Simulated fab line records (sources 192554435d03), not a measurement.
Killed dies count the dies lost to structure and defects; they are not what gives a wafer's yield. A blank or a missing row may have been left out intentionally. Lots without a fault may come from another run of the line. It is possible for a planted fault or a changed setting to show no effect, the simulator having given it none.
Which of the tools did it? | flow n5 finfet | 10 lots, 30 wafers sampled, at 1 step of a route of 1938

== WHAT THE GAUGES SHOWED, per wafer ==
N5_BEOL_M13_OVL_MEAS_29.
lot  | measured     | on         | M13_OVL (nm)
L787 | day 11 12:48 | overlay-01 | -4 2 7
L788 | day 11 19:20 | overlay-02 | 3 5 1
L791 | day 12 11:12 | overlay-01 | 10 11 8
L792 | day 13 02:20 | overlay-02 | 10 5 -4
L793 | day 13 02:32 | overlay-02 | -2 3 4
L796 | day 13 16:29 | overlay-01 | -1 4 0
L799 | day 14 06:22 | overlay-01 | -8 -4 -6
L802 | day 15 10:00 | overlay-01 | 9 7 10
L807 | day 16 02:27 | overlay-02 | 10 2 7
L809 | day 17 09:51 | overlay-01 | 5 3 2

== WHAT TOOL EACH LOT RAN ON (gives the tool, then ch and the chambers of the sampled wafers, and finally the start) ==
Record: no process step prior to these readings.

== THE ANSWER, worked out from the rows above alone ==
Rule: the usual values come from the lots themselves. Put in order of their means at a reading, lots are off if they are a third of the lots or fewer, leave a main group of 4 or more, and stand apart from it by a gap of 3 or more times the standard deviation of the main group's means; of several such gaps the widest counts. A main group whose means are all the same, to the digits that the tables above print for the reading, isn't used. A lot without any number at a reading at which 4 lots or more have one is off too. The other lots that the step has rows for count as sound.
Across all readings shown, no lot is off: no conclusion can be drawn from this.

== WHAT THE SIMULATOR PUT IN ==
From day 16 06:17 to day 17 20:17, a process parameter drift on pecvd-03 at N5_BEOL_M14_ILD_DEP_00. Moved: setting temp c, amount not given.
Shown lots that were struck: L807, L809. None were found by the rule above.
